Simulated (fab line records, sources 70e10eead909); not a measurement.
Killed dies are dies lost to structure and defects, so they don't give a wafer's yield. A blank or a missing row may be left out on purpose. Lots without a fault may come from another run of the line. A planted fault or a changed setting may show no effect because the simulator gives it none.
One fault seen from 2 desks | flow nand_harc | each desk has only its own numbers; what lay behind them comes last

THE TOOL OWNER'S DESK: pecvd_onon-01
The tool's own readings at NHARC_A_ONON_D2_DEP_06 (target thk 1000 nm): means of the sampled wafers that have a number, for each lot that ran on this tool. A lot is out of limits, marked OUT, if its mean lies more than 4 standard deviations from the usual mean; the brackets give that distance.
Columns: A = susceptor_temp_C at NHARC_A_ONON_D2_DEP_06, usual 400.06 C
lot  | first seen here | A
L144 | day 13 01:04    | 400.04
L154 | day 16 14:23    | 399.96
L155 | day 17 05:43    | 399.92
L166 | day 21 06:50    | 400.08
L165 | day 21 13:37    | 399.94
This desk's finding: nothing out of limits on any of the 5 lots.

THE METROLOGY DESK
What the gauges read, lot by lot, whatever tool the lot ran on: means of the sampled wafers that have a number. A lot is out of limits, marked OUT, if its mean lies more than 4 standard deviations from the usual mean; the brackets give that distance.
Columns: A = thk_nm at NHARC_A_ONON_D2_THK_MEAS_08, usual 998 nm; B = thk_nm at NHARC_A_ONON_D2_THK_MEAS_30, usual 1001 nm
lot  | first seen here | A                     | B
L144 | day 13 01:34    | 1004                  | 1009
L145 | day 13 01:53    | 1000                  | 1006
L154 | day 16 14:53    | 285 (-99 or more) OUT | -
L156 | day 17 05:56    | 985                   | 998
L155 | day 17 06:13    | 277 (-99 or more) OUT | -
L157 | day 18 06:37    | 993                   | 990
L159 | day 19 00:58    | 1001                  | 1004
L158 | day 19 01:38    | 997                   | 1005
L162 | day 19 23:24    | 999                   | 1008
L160 | day 20 00:52    | 1002                  | 986
L163 | day 20 11:37    | 990                   | 1009
L166 | day 21 07:18    | 994                   | 1007
L165 | day 21 14:01    | 986                   | 987
This desk's finding: out of limits on L154, L155; first on L154, day 16 14:53 (thk_nm at NHARC_A_ONON_D2_THK_MEAS_08). In limits: L144, L145, L156, L157, L159, L158, L162, L160, L163, L166, L165.

PUT TOGETHER
The metrology desk could have raised an alarm at day 16 14:53, on L154, L155.
The tool owner's desk saw nothing out of limits.
The tool owner's desk has L154, L155 on record, within its limits.
Of the lots named, all ran NHARC_A_ONON_D2_DEP_06 on pecvd_onon-01.

WHAT THE SIMULATOR HAD PUT IN
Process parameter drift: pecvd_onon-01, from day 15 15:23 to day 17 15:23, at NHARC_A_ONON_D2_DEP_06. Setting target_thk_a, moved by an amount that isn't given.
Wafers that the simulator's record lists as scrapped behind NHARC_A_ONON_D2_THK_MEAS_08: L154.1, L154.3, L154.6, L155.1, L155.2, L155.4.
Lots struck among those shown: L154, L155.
Hours from the fault's start to each desk's first reading out of limits: the metrology desk, 24.
